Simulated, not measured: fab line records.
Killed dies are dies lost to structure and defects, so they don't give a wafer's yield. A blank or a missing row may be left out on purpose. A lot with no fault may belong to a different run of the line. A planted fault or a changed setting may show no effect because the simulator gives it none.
Split-lot experiment + flow n5_finfet + 7 lots, 21 wafers read, on a route of 1938 steps

## THE SPLIT ITSELF
At N5_BEOL_M3_COAT_22 (resist thk 30 nm), the setting spin_rpm was moved away from the recipe's 1500 rpm on 5 of the 21 wafers read, by -10.5% to +10.3%. For the rest of the wafers, this setting stayed at what the recipe calls for.

## FROM THE SPLIT TO THE READING: what the file shows between them, 2 steps
- N5_BEOL_M3_EXPOSE_25: exposes mask V2, defocus 5 nm (also split here: dose_mj)
- N5_BEOL_M3_PEB_26: peb time 60 s

## THE READING
CAR-EUV_of_BEOL_M3_COAT_22.thk_nm (the simulator's own value, which no gauge read), in nm, at N5_BEOL_M3_DEVELOP_27 (develop time 30 s). The file does not state a usual value for it. The 16 wafers here that ran the recipe average 29.6 nm, standard deviation 0.11 nm.

| wafer  | tool, chamber at the split | spin_rpm as run, rpm | against the recipe | CAR-EUV_of_BEOL_M3_COAT_22.thk_nm, nm | against lot-mates on the recipe |
|--------|----------------------------|----------------------|--------------------|---------------------------------------|---------------------------------|
| L080.2 | litho_track-02, 0          | 1500                 | recipe             | 29.6                                  | -                               |
| L080.3 | litho_track-02, 0          | 1500                 | recipe             | 29.6                                  | -                               |
| L080.5 | litho_track-02, 0          | 1362                 | -9.2%              | 31                                    | +1.4                            |
| L081.1 | litho_track-03, 0          | 1500                 | recipe             | 29.6                                  | -                               |
| L081.3 | litho_track-03, 0          | 1500                 | recipe             | 29.6                                  | -                               |
| L081.4 | litho_track-03, 0          | 1500                 | recipe             | 29.8                                  | -                               |
| L082.1 | litho_track-01, 0          | 1500                 | recipe             | 29.6                                  | -                               |
| L082.3 | litho_track-01, 0          | 1500                 | recipe             | 29.6                                  | -                               |
| L082.4 | litho_track-01, 0          | 1500                 | recipe             | 29.6                                  | -                               |
| L083.1 | litho_track-03, 0          | 1343                 | -10.5%             | 31.4                                  | +1.8                            |
| L083.4 | litho_track-03, 0          | 1343                 | -10.5%             | 31.2                                  | +1.6                            |
| L083.6 | litho_track-03, 0          | 1500                 | recipe             | 29.6                                  | -                               |
| L088.3 | litho_track-03, 0          | 1500                 | recipe             | 29.4                                  | -                               |
| L088.4 | litho_track-03, 0          | 1500                 | recipe             | 29.4                                  | -                               |
| L088.5 | litho_track-03, 0          | 1500                 | recipe             | 29.4                                  | -                               |
| L093.2 | litho_track-02, 0          | 1500                 | recipe             | 29.4                                  | -                               |
| L093.4 | litho_track-02, 0          | 1500                 | recipe             | 29.4                                  | -                               |
| L093.5 | litho_track-02, 0          | 1654                 | +10.3%             | 28                                    | -1.4                            |
| L094.1 | litho_track-02, 0          | 1543                 | +2.9%              | 29.2                                  | -0.4                            |
| L094.2 | litho_track-02, 0          | 1500                 | recipe             | 29.6                                  | -                               |
| L094.5 | litho_track-02, 0          | 1500                 | recipe             | 29.6                                  | -                               |

FIT RESULTS
A straight line over all 21 wafers: CAR-EUV_of_BEOL_M3_COAT_22.thk_nm changes by -0.16 nm for each +1% of spin_rpm; r = -0.99; the points scatter about the line by 0.11 nm.
The same after taking each lot's own level away (the mean of its wafers on the recipe; 21 wafers): -0.153 nm for each +1%; r = -1.00; scatter 0.069 nm.
According to that fit, moving spin_rpm by its largest amount changes the reading by 1.6 nm.
From 29.40 to 29.67 nm: that is the span of the lots' own levels, equal to 2.4 times the standard deviation above.
The two slopes agree, so the slope changes little with the lot-to-lot level.
Check: for one of the wafers moved furthest among these (-10.5%), held out of the fit, the line's prediction against its lot-mates is +1.54 nm. It came out at +1.8 nm against them.

## FURTHER SPLITS ON THESE WAFERS
Note: prior to the reading, these wafers also went through further splits. Each is held against what the fit with the lots' levels taken away leaves over:
| other split on the same wafers               | wafers away from the commonest value | r with CAR-EUV_of_BEOL_M3_COAT_22.thk_nm (lot level and that fit taken away) |
|----------------------------------------------|--------------------------------------|------------------------------------------------------------------------------|
| N5_MOL_CONTACT_COAG_CONTACT_ETCH_14 source_w | 3                                    | -0.12                                                                        |
| N5_BEOL_M0_SAQP_EXPOSE_37 dose_mj            | 9                                    | +0.06                                                                        |
| N5_BEOL_M2_COAT_62 spin_rpm                  | 6                                    | +0.14                                                                        |
| N5_BEOL_M2_COAT_73 temp_c                    | 7                                    | +0.31                                                                        |
| N5_BEOL_M3_ILD_DEP_00 time_s                 | 7                                    | -0.08                                                                        |
| N5_BEOL_M3_EXPOSE_25 dose_mj                 | 8                                    | +0.01                                                                        |

## THE WHOLE CHAIN: every reading that the file lists as answering this split, in the file's order
| step                  | what it does      | reading                                                                            | change (the file's fit)               | r (the file's) |
|-----------------------|-------------------|------------------------------------------------------------------------------------|---------------------------------------|----------------|
| N5_BEOL_M3_COAT_22    | resist thk 30 nm  | CAR-EUV_of_BEOL_M3_COAT_22.thk_nm (the simulator's own value, which no gauge read) | -0.156 nm for each +1% of the setting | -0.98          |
| N5_BEOL_M3_DEVELOP_27 | develop time 30 s | CAR-EUV_of_BEOL_M3_COAT_22.thk_nm (the simulator's own value, which no gauge read) | -0.15 nm for each +1% of the setting  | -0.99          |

## FILE'S OWN FIT
CAR-EUV_of_BEOL_M3_COAT_22.thk_nm changes by -0.15 nm for each +1% of spin_rpm, r = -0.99.
